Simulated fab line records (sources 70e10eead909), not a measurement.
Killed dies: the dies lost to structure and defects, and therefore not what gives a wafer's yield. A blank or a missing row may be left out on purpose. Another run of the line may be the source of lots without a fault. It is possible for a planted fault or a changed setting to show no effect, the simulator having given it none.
fab line records :: flow nand-harc
record:
  lots: 5
  wafers: 15
  last-day: 23
route steps=1159 shown P_ZERO_WELL@44 END@1159
lots untouched by any fault: they come from a run of this same line in which no faults occurred
start-h: hours from the record's opening day to when the first of the lot's shown wafers began :: wait-h: time in hours since the lot's previous step :: " as in the row above :: L1.1+2: one row covering several wafers at once :: - value missing, or start not given :: * or withheld: withheld :: < > ~ a bound
route shown NAME@n: NAME is a module with steps in the file, n the number in the route of the first one :: usual: mean/standard deviation of fault-free wafers :: same: alike in all rows :: chamber/n: place in a boat :: sites: per-site readings :: _std_site: standard deviation of those values :: _edge_site: the outer-site mean with the inner-site mean subtracted :: radius-mm: for every site, how far away it sits from the centre of the wafer :: mask NAME#n: copy n :: behind: the most recent tool/chamber to have shaped the wafer :: hold: cause of the lot's hold/its duration in hours/its outcome :: device: names the non-switching transistor (n, p or np) :: end of line: tests run on the same wafers once the route is complete :: a step without rows: its recipe alone :: killed: count of dies lost to structure and defects at first sort (not the wafer's yield) :: map: per-die view of a wafer (x killed, . not killed, _ where there is no die)
set.NAME: the run value of the setting; set.NAME@STEP: its run value at that earlier step :: model.NAME: the simulator's own value behind a step, which no gauge read
certain route steps with their lots: each step a table, each wafer a row
services: a tool's chamber out of use, with start hour (start-h, from the record's first day; less than 0 if before it), hours out, and reason
== steps ==
step: NHARC_P_ZERO_WELL_CD_MEAS_37
recipe:
  target-cd-nm: 720
  landing-energy-ev: 500
usual:
  cd-nm: 719.4/1.7
lot.wafer: L130.1
tool: cd-sem-02
chamber: 0
start-h: 22.47
wait-h: -
cd-nm: 718.7

lot.wafer: L130.3
tool: cd-sem-02
chamber: 0
start-h: 22.47
wait-h: -
cd-nm: 722.8

lot.wafer: L130.4
tool: cd-sem-02
chamber: 0
start-h: 22.47
wait-h: -
cd-nm: 716.9

lot.wafer: L137.1
tool: cd-sem-01
chamber: 0
start-h: 64.26
wait-h: -
cd-nm: 722.5

lot.wafer: L137.3
tool: cd-sem-01
chamber: 0
start-h: 64.26
wait-h: -
cd-nm: 719.5

lot.wafer: L137.4
tool: cd-sem-01
chamber: 0
start-h: 64.26
wait-h: -
cd-nm: 719.1

lot.wafer: L143.1
tool: cd-sem-02
chamber: 0
start-h: 100.13
wait-h: -
cd-nm: 719.1

lot.wafer: L143.2
tool: cd-sem-02
chamber: 0
start-h: 100.13
wait-h: -
cd-nm: 718.7

lot.wafer: L143.4
tool: cd-sem-02
chamber: 0
start-h: 100.13
wait-h: -
cd-nm: 718.5

lot.wafer: L146.1
tool: cd-sem-01
chamber: 0
start-h: 118.30
wait-h: -
cd-nm: 720.7

lot.wafer: L146.2
tool: cd-sem-01
chamber: 0
start-h: 118.30
wait-h: -
cd-nm: 721.3

lot.wafer: L146.3
tool: cd-sem-01
chamber: 0
start-h: 118.30
wait-h: -
cd-nm: 717.3

lot.wafer: L147.1
tool: cd-sem-03
chamber: 0
start-h: 124.12
wait-h: -
cd-nm: 718.8

lot.wafer: L147.3
tool: cd-sem-03
chamber: 0
start-h: 124.12
wait-h: -
cd-nm: 718.7

lot.wafer: L147.4
tool: cd-sem-03
chamber: 0
start-h: 124.12
wait-h: -
cd-nm: 721.7
step: NHARC_P_ZERO_WELL_HARDBAKE_38
recipe:
  temp-c: 125
  time-s: 80
step: NHARC_P_ZERO_WELL_DESCUM_39
recipe:
  time-s: 3
  o2-flow-sccm: 200
  ar-flow-sccm: 0
  bias-power-w: 0
  chemistry: O2
usual:
  drypump-motor-current-A: 5.8/0.39
  oes-product-au: 1.001/0.0092
  rf-vpp-V: 57.9/0.87
  showerhead-plenum-p-Torr: 1.96/0.06
  throttle-valve-pct: 11.313/0.0099
lot.wafer: L130.1
tool: rie-diel-07
chamber: 0
start-h: 22.64
wait-h: -
drypump-motor-current-A: 5.4
oes-product-au: 1.010
rf-hours-counter-h: 9
rf-vpp-V: 57.8
showerhead-plenum-p-Torr: 1.95
throttle-valve-pct: 11.295

lot.wafer: L130.4
tool: rie-diel-07
chamber: 1
start-h: 22.64
wait-h: -
drypump-motor-current-A: 5.2
oes-product-au: 0.992
rf-hours-counter-h: 9
rf-vpp-V: 58.0
showerhead-plenum-p-Torr: 2.06
throttle-valve-pct: 11.305

lot.wafer: L130.3
tool: rie-diel-07
chamber: 3
start-h: 22.64
wait-h: -
drypump-motor-current-A: 6.3
oes-product-au: 1.018
rf-hours-counter-h: 9
rf-vpp-V: 57.9
showerhead-plenum-p-Torr: 1.92
throttle-valve-pct: 11.303

lot.wafer: L137.1
tool: rie-diel-11
chamber: 2
start-h: 64.42
wait-h: -
drypump-motor-current-A: 6.5
oes-product-au: 1.011
rf-hours-counter-h: 2
rf-vpp-V: 58.2
showerhead-plenum-p-Torr: 1.91
throttle-valve-pct: 11.316

lot.wafer: L137.4
tool: rie-diel-11
chamber: 3
start-h: 64.42
wait-h: -
drypump-motor-current-A: 5.8
oes-product-au: 1.005
rf-hours-counter-h: 3
rf-vpp-V: 57.1
showerhead-plenum-p-Torr: 1.97
throttle-valve-pct: 11.313

lot.wafer: L137.3
tool: rie-diel-11
chamber: 0
start-h: 64.42
wait-h: -
drypump-motor-current-A: 6.0
oes-product-au: 1.006
rf-hours-counter-h: 3
rf-vpp-V: 58.3
showerhead-plenum-p-Torr: 1.98
throttle-valve-pct: 11.308

lot.wafer: L143.2
tool: rie-diel-07
chamber: 0
start-h: 100.29
wait-h: -
drypump-motor-current-A: 5.4
oes-product-au: 0.994
rf-hours-counter-h: 3
rf-vpp-V: 58.3
showerhead-plenum-p-Torr: 1.95
throttle-valve-pct: 11.316

lot.wafer: L143.4
tool: rie-diel-07
chamber: 1
start-h: 100.29
wait-h: -
drypump-motor-current-A: 5.2
oes-product-au: 1.001
rf-hours-counter-h: 2
rf-vpp-V: 57.9
showerhead-plenum-p-Torr: 2.05
throttle-valve-pct: 11.309

lot.wafer: L143.1
tool: rie-diel-07
chamber: 2
start-h: 100.29
wait-h: -
drypump-motor-current-A: 5.6
oes-product-au: 1.008
rf-hours-counter-h: 2
rf-vpp-V: 57.1
showerhead-plenum-p-Torr: 1.96
throttle-valve-pct: 11.310

lot.wafer: L146.2
tool: rie-diel-01
chamber: 3
start-h: 118.47
wait-h: -
drypump-motor-current-A: 5.6
oes-product-au: 1.020
rf-hours-counter-h: 12
rf-vpp-V: 56.0
showerhead-plenum-p-Torr: 1.95
throttle-valve-pct: 11.318

lot.wafer: L146.1
tool: rie-diel-01
chamber: 0
start-h: 118.47
wait-h: -
drypump-motor-current-A: 6.0
oes-product-au: 0.986
rf-hours-counter-h: 12
rf-vpp-V: 57.0
showerhead-plenum-p-Torr: 1.81
throttle-valve-pct: 11.304

lot.wafer: L146.3
tool: rie-diel-01
chamber: 1
start-h: 118.47
wait-h: -
drypump-motor-current-A: 6.1
oes-product-au: 1.003
rf-hours-counter-h: 11
rf-vpp-V: 57.9
showerhead-plenum-p-Torr: 2.04
throttle-valve-pct: 11.328

lot.wafer: L147.3
tool: rie-diel-07
chamber: 2
start-h: 124.27
wait-h: -
drypump-motor-current-A: 5.6
oes-product-au: 1.009
rf-hours-counter-h: 4
rf-vpp-V: 58.7
showerhead-plenum-p-Torr: 1.96
throttle-valve-pct: 11.304

lot.wafer: L147.1
tool: rie-diel-07
chamber: 0
start-h: 124.27
wait-h: -
drypump-motor-current-A: 5.4
oes-product-au: 0.985
rf-hours-counter-h: 5
rf-vpp-V: 58.7
showerhead-plenum-p-Torr: 1.94
throttle-valve-pct: 11.305

lot.wafer: L147.4
tool: rie-diel-07
chamber: 1
start-h: 124.27
wait-h: -
drypump-motor-current-A: 5.2
oes-product-au: 0.990
rf-hours-counter-h: 4
rf-vpp-V: 58.8
showerhead-plenum-p-Torr: 2.05
throttle-valve-pct: 11.324
step: NHARC_P_ZERO_WELL_IMPLANT_40
recipe:
  energy-kev: 300
  dose-cm2: 1e+13
  tilt-deg: 7
step: NHARC_P_ZERO_WELL_IMPLANT_59
recipe:
  energy-kev: 120
  dose-cm2: 5e+12
  tilt-deg: 7
step: NHARC_P_ZERO_WELL_IMPLANT_60
recipe:
  energy-kev: 30
  dose-cm2: 2e+12
  tilt-deg: 7
step: NHARC_P_ZERO_WELL_STRIP_41
recipe:
  time-s: 840
  temp-c: 130
  chemistry: SPM
step: NHARC_P_ZERO_WELL_DEHYDRATE_44
recipe:
  temp-c: 150
  time-s: 120
step: NHARC_P_ZERO_WELL_HMDS_45
recipe:
  time-s: 30
step: NHARC_P_ZERO_WELL_COAT_46
recipe:
  spin-rpm: withheld
step: NHARC_P_ZERO_WELL_SOFTBAKE_47
recipe:
  temp-c: 122
  time-s: 95
step: NHARC_P_ZERO_WELL_EBR_48
step: NHARC_P_ZERO_WELL_EXPOSE_49
recipe:
  na: 0.6
  target-cd-nm: 2000
  dose-mj: 22.64
  mask-id: P_HVPW
lot.wafer: L130.1+3+4
tool: krf-scanner-04
chamber: 0
start-h: 23.96
wait-h: -
mask: P_HVPW#0

lot.wafer: L137.1+3+4
tool: krf-scanner-01
chamber: 0
start-h: 65.74
wait-h: -
mask: P_HVPW#0

lot.wafer: L143.1+2+4
tool: krf-scanner-04
chamber: 0
start-h: 101.61
wait-h: -
mask: P_NWELL#0

lot.wafer: L146.1+2+3
tool: krf-scanner-01
chamber: 0
start-h: 119.78
wait-h: -
mask: P_HVPW#0

lot.wafer: L147.1+3+4
tool: krf-scanner-01
chamber: 0
start-h: 125.49
wait-h: -
mask: P_HVPW#0
step: NHARC_P_ZERO_WELL_PEB_50
recipe:
  peb-temp-c: 118
  peb-time-s: 85
step: NHARC_P_ZERO_WELL_DEVELOP_51
recipe:
  time-s: 70
step: NHARC_P_ZERO_WELL_CD_MEAS_52
recipe:
  target-cd-nm: 2000
  landing-energy-ev: 500
usual:
  cd-nm: 2000.4/1.8
lot.wafer: L130.1
tool: cd-sem-02
chamber: 0
start-h: 24.12
wait-h: -
cd-nm: 1999.1

lot.wafer: L130.3
tool: cd-sem-02
chamber: 0
start-h: 24.12
wait-h: -
cd-nm: 1999.1

lot.wafer: L130.4
tool: cd-sem-02
chamber: 0
start-h: 24.12
wait-h: -
cd-nm: 2000.6

lot.wafer: L137.1
tool: cd-sem-03
chamber: 0
start-h: 65.90
wait-h: -
cd-nm: 2000.4

lot.wafer: L137.3
tool: cd-sem-03
chamber: 0
start-h: 65.90
wait-h: -
cd-nm: 1999.1

lot.wafer: L137.4
tool: cd-sem-03
chamber: 0
start-h: 65.90
wait-h: -
cd-nm: 1999.4

lot.wafer: L143.1
tool: cd-sem-02
chamber: 0
start-h: 101.77
wait-h: -
cd-nm: -

lot.wafer: L143.2
tool: cd-sem-02
chamber: 0
start-h: 101.77
wait-h: -
cd-nm: -

lot.wafer: L143.4
tool: cd-sem-02
chamber: 0
start-h: 101.77
wait-h: -
cd-nm: -

lot.wafer: L146.1
tool: cd-sem-03
chamber: 0
start-h: 119.94
wait-h: -
cd-nm: 2001.2

lot.wafer: L146.2
tool: cd-sem-03
chamber: 0
start-h: 119.94
wait-h: -
cd-nm: 2000.9

lot.wafer: L146.3
tool: cd-sem-03
chamber: 0
start-h: 119.94
wait-h: -
cd-nm: 1997.7

lot.wafer: L147.1
tool: cd-sem-01
chamber: 0
start-h: 125.65
wait-h: -
cd-nm: 1998.5

lot.wafer: L147.3
tool: cd-sem-01
chamber: 0
start-h: 125.65
wait-h: -
cd-nm: 2000.3

lot.wafer: L147.4
tool: cd-sem-01
chamber: 0
start-h: 125.65
wait-h: -
cd-nm: 2000.2
step: NHARC_P_ZERO_WELL_HARDBAKE_53
recipe:
  temp-c: 125
  time-s: 80
step: NHARC_END_SORT_01
recipe:
  temp-c: 25
usual:
  killed-at-array: 29/11
  killed-at-other: 0.5/0.8
  killed-at-periphery: 3.5/2.8
  killed-dies: 33/12
  killed-open: 3.1/1.8
  killed-short: 1.8/1.4
same:
  gross-dies: 677
lot.wafer: L130.1
tool: prober-02
chamber: 0
start-h: 468.81
wait-h: 2.5
killed-at-array: 29
killed-at-other: 0
killed-at-periphery: 8
killed-dies: 37
killed-open: 5
killed-short: 3

lot.wafer: L130.3
tool: prober-02
chamber: 0
start-h: 470.40
wait-h: 3.1
killed-at-array: 32
killed-at-other: 3
killed-at-periphery: 3
killed-dies: 38
killed-open: 7
killed-short: 2

lot.wafer: L130.4
tool: prober-02
chamber: 0
start-h: 471.19
wait-h: 3.4
killed-at-array: 26
killed-at-other: 0
killed-at-periphery: 5
killed-dies: 31
killed-open: 4
killed-short: 2

lot.wafer: L143.1
tool: prober-01
chamber: 0
start-h: 521.78
wait-h: 2.5
killed-at-array: 15
killed-at-other: 0
killed-at-periphery: 662
killed-dies: 677
killed-open: 1
killed-short: 2

lot.wafer: L143.2
tool: prober-01
chamber: 0
start-h: 522.58
wait-h: 2.8
killed-at-array: 28
killed-at-other: 0
killed-at-periphery: 649
killed-dies: 677
killed-open: 4
killed-short: 1

lot.wafer: L143.4
tool: prober-01
chamber: 0
start-h: 524.18
wait-h: 3.4
killed-at-array: 14
killed-at-other: 0
killed-at-periphery: 663
killed-dies: 677
killed-open: 2
killed-short: 1
killed by level:class
L130.1 A_CHANNEL_HOLE_D1:chamber-film-flake=11 A_SLIT:chamber-film-flake=6 A_CONTACT:chamber-film-flake=4 P_STI:chamber-film-flake=3 P_M1:chamber-film-flake=3 A_STAIRCASE:chamber-film-flake=2 P_STI:geometric-particle:open=1 P_CONTACT:geometric-particle:open=1
L130.3 A_CHANNEL_HOLE_D1:chamber-film-flake=10 A_SLIT:chamber-film-flake=9 A_WL_FILL:chamber-film-flake=4 THIN_TSV:chamber-film-flake=3 A_CONTACT:geometric-particle:open=2 A_M0:geometric-particle:open=2 P_CONTACT:geometric-particle:open=1 A_CHANNEL_FILL_D1:geometric-particle:short=1
L130.4 A_CHANNEL_HOLE_D1:chamber-film-flake=9 A_SLIT:chamber-film-flake=8 A_WL_FILL:chamber-film-flake=3 P_STI:chamber-film-flake=2 P_GATE:geometric-particle:short=1 A_SOURCE_PLATE:geometric-particle:short=1 A_WL_FILL:geometric-particle:open=1 A_CONTACT:geometric-particle:open=1
L143.1 P_ZERO_WELL:area-expose=658 A_CONTACT:chamber-film-flake=5 A_CHANNEL_HOLE_D1:chamber-film-flake=4 P_BONDPAD:chamber-film-flake=3 A_STAIRCASE:chamber-film-flake=2 A_WL_FILL:geometric-particle:short=1 A_CONTACT:geometric-particle:short=1 A_M1:geometric-particle:open=1
L143.2 P_ZERO_WELL:area-expose=645 A_CHANNEL_HOLE_D1:chamber-film-flake=8 A_STAIRCASE:chamber-film-flake=8 A_CONTACT:chamber-film-flake=6 A_CHANNEL_FILL_D1:chamber-film-flake=2 P_GATE:geometric-particle:open=1 P_M2:geometric-particle:open=1 A_ONON_D1:geometric-particle:open=1
L143.4 P_ZERO_WELL:area-expose=658 A_CHANNEL_HOLE_D1:chamber-film-flake=6 P_STI:chamber-film-flake=2 A_CHANNEL_FILL_D1:chamber-film-flake=2 A_STAIRCASE:chamber-film-flake=2 A_CONTACT:chamber-film-flake=2 P_M0:geometric-particle:open=1 P_M0:geometric-particle:short=1
map L143.1 (x killed, . not)
____________x____________
_________xxxxxxx_________
_______xxxxxxxxxxx_______
______xxxxxxxxxxxxx______
_____xxxxxxxxxxxxxxx_____
____xxxxxxxxxxxxxxxxx____
____xxxxxxxxxxxxxxxxx____
___xxxxxxxxxxxxxxxxxxx___
___xxxxxxxxxxxxxxxxxxx___
__xxxxxxxxxxxxxxxxxxxxx__
__xxxxxxxxxxxxxxxxxxxxx__
_xxxxxxxxxxxxxxxxxxxxxxx_
_xxxxxxxxxxxxxxxxxxxxxxx_
_xxxxxxxxxxxxxxxxxxxxxxx_
_xxxxxxxxxxxxxxxxxxxxxxx_
_xxxxxxxxxxxxxxxxxxxxxxx_
xxxxxxxxxxxxxxxxxxxxxxxxx
xxxxxxxxxxxxxxxxxxxxxxxxx
xxxxxxxxxxxxxxxxxxxxxxxxx
xxxxxxxxxxxxxxxxxxxxxxxxx
xxxxxxxxxxxxxxxxxxxxxxxxx
_xxxxxxxxxxxxxxxxxxxxxxx_
_xxxxxxxxxxxxxxxxxxxxxxx_
_xxxxxxxxxxxxxxxxxxxxxxx_
_xxxxxxxxxxxxxxxxxxxxxxx_
_xxxxxxxxxxxxxxxxxxxxxxx_
__xxxxxxxxxxxxxxxxxxxxx__
__xxxxxxxxxxxxxxxxxxxxx__
___xxxxxxxxxxxxxxxxxxx___
___xxxxxxxxxxxxxxxxxxx___
____xxxxxxxxxxxxxxxxx____
____xxxxxxxxxxxxxxxxx____
_____xxxxxxxxxxxxxxx_____
______xxxxxxxxxxxxx______
_______xxxxxxxxxxx_______
_________xxxxxxx_________
____________x____________
map L130.3 (x killed, . not)
____________.____________
_________......._________
_______..........._______
______.............______
_____..............._____
____.................____
____..........x.....x____
___.x.........x.......___
___..xx...........x...___
__...x.................__
__x.xx.................__
_.x...........x.....x..._
_...xxx................._
_........x..x..........._
_....................x.._
_..............x.....x.._
.........xx.x............
...........x.x...........
............x............
...............x.........
..x......................
_......................._
_...............x......._
_..........x............_
_...x..................._
_.......x..............._
__......x..............__
__.......x.............__
___...................___
___...................___
____.................____
____....x............____
_____.............x._____
______.............______
_______..........._______
_________......._________
____________.____________
== services ==
tool: rie-diel-07
chamber: 0
start-h: 6.37
hours: -
kind: clean

tool: rie-diel-07
chamber: 1
start-h: 6.37
hours: -
kind: clean

tool: rie-diel-07
chamber: 2
start-h: 6.37
hours: -
kind: clean

tool: rie-diel-07
chamber: 3
start-h: 6.37
hours: -
kind: clean

tool: rie-diel-07
chamber: 1
start-h: 7.81
hours: 5.5
kind: repair

tool: krf-scanner-01
chamber: -
start-h: 10.11
hours: 1.1
kind: repair

tool: rie-diel-01
chamber: 1
start-h: 15.14
hours: 1.9
kind: repair

tool: rie-diel-11
chamber: -
start-h: 16.55
hours: 9.0
kind: pm

tool: krf-scanner-01
chamber: -
start-h: 19.02
hours: 3.5
kind: repair

tool: rie-diel-07
chamber: 0
start-h: 30.87
hours: -
kind: clean

tool: rie-diel-07
chamber: 1
start-h: 30.87
hours: -
kind: clean

tool: rie-diel-07
chamber: 2
start-h: 30.87
hours: -
kind: clean

tool: rie-diel-07
chamber: 3
start-h: 30.87
hours: -
kind: clean

tool: krf-scanner-01
chamber: -
start-h: 33.77
hours: 2.2
kind: repair

tool: rie-diel-01
chamber: 1
start-h: 38.12
hours: 18.8
kind: repair

tool: rie-diel-07
chamber: -
start-h: 46.53
hours: 1.2
kind: repair

tool: rie-diel-07
chamber: -
start-h: 51.75
hours: 9.0
kind: pm

tool: rie-diel-07
chamber: 0
start-h: 51.75
hours: 9.0
kind: vent-cycle

tool: rie-diel-07
chamber: 1
start-h: 51.75
hours: 9.0
kind: vent-cycle

tool: rie-diel-07
chamber: 2
start-h: 51.75
hours: 9.0
kind: vent-cycle

tool: rie-diel-07
chamber: 3
start-h: 51.75
hours: 9.0
kind: vent-cycle

tool: rie-diel-11
chamber: 2
start-h: 80.05
hours: 3.4
kind: repair

tool: krf-scanner-01
chamber: -
start-h: 84.00
hours: 4.0
kind: pm

tool: rie-diel-11
chamber: 1
start-h: 92.54
hours: 1.8
kind: repair
== key ==
first-sign:
  step: NHARC_P_ZERO_WELL_EXPOSE_49
  reading: mask
  direction: changed
effect:
  step: NHARC_P_ZERO_WELL_CD_MEAS_52
  reading: cd-nm
  direction: missing
effect:
  step: NHARC_END_SORT_01
  reading: killed-at-periphery
  direction: up
  sigmas: 99+
  usual: 3.5
  struck: 658
more-kills-born-at:
  NHARC_P_ZERO_WELL_EXPOSE_49@krf-scanner-04: 1961
met-at NHARC_P_ZERO_WELL_EXPOSE_49
struck-wafers L143.1,L143.2,L143.4
later-rows-left-out L143.1,L143.2,L143.4
tester-left-out L143
onset-between 23.96 101.61
fault:
  kind: wrong-mask
  tool: any
  chamber: -
  onset-h: 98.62
  steps: NHARC_P_ZERO_WELL_EXPOSE_49
  aux-copy: P_NWELL#0
  scope: struck-lots-only
tester-left-out: of these lots the tester's yield and bins aren't shown, on N5 and GAA mostly nor the transistor test; their killed dies are dies lost to structure and defects alone, not to doping, threshold or leakage, so they don't give the yield
later-rows-left-out: the simulator's readings of these wafers behind a module that went badly wrong aren't trusted and aren't shown, but for the sort
